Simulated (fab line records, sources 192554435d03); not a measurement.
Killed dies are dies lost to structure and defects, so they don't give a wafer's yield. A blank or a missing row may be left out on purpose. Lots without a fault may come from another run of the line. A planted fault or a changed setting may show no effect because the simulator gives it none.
One fault seen from 2 desks | flow n5_finfet | each desk has only its own numbers; what lay behind them comes last

THE TOOL OWNER'S DESK: ald_metal-04
The tool's own readings at N5_BEOL_M9_ALD_74 (deposits TaN, target thk 2 nm, pulse time 2 s, purge time 3 s): means of the sampled wafers that have a number, for each lot that ran on this tool. A lot is out of limits, marked OUT, if its mean lies more than 4 standard deviations from the usual mean; the brackets give that distance.
Columns: A = heater_power_outer_w at N5_BEOL_M9_ALD_74, usual 232 W; B = heater_power_w at N5_BEOL_M9_ALD_74, usual 429 W
lot  | first seen here | A   | B
L405 | day 14 22:22    | 203 | 381
L417 | day 17 22:57    | 198 | 381
This desk's finding: nothing out of limits on any of the 2 lots.

THE METROLOGY DESK
What the gauges read, lot by lot, whatever tool the lot ran on: means of the sampled wafers that have a number. A lot is out of limits, marked OUT, if its mean lies more than 4 standard deviations from the usual mean; the brackets give that distance.
Columns: A = trench_depth_nm at N5_BEOL_M9_OCD_MEAS_38, usual 149 nm; B = cd_nm at N5_BEOL_M9_CD_MEAS_35, usual 69.8 nm
lot  | first seen here | A   | B
L406 | day 14 12:03    | 152 | 69.5
L405 | day 14 21:44    | 150 | 69.4
L417 | day 17 22:19    | 148 | 69.5
L419 | day 19 03:01    | 149 | 69.2
L421 | day 19 04:23    | 149 | 71.0
This desk's finding: nothing out of limits on any of the 5 lots.

PUT TOGETHER
The tool owner's desk saw nothing out of limits.
The metrology desk saw nothing out of limits.

WHAT THE SIMULATOR HAD PUT IN
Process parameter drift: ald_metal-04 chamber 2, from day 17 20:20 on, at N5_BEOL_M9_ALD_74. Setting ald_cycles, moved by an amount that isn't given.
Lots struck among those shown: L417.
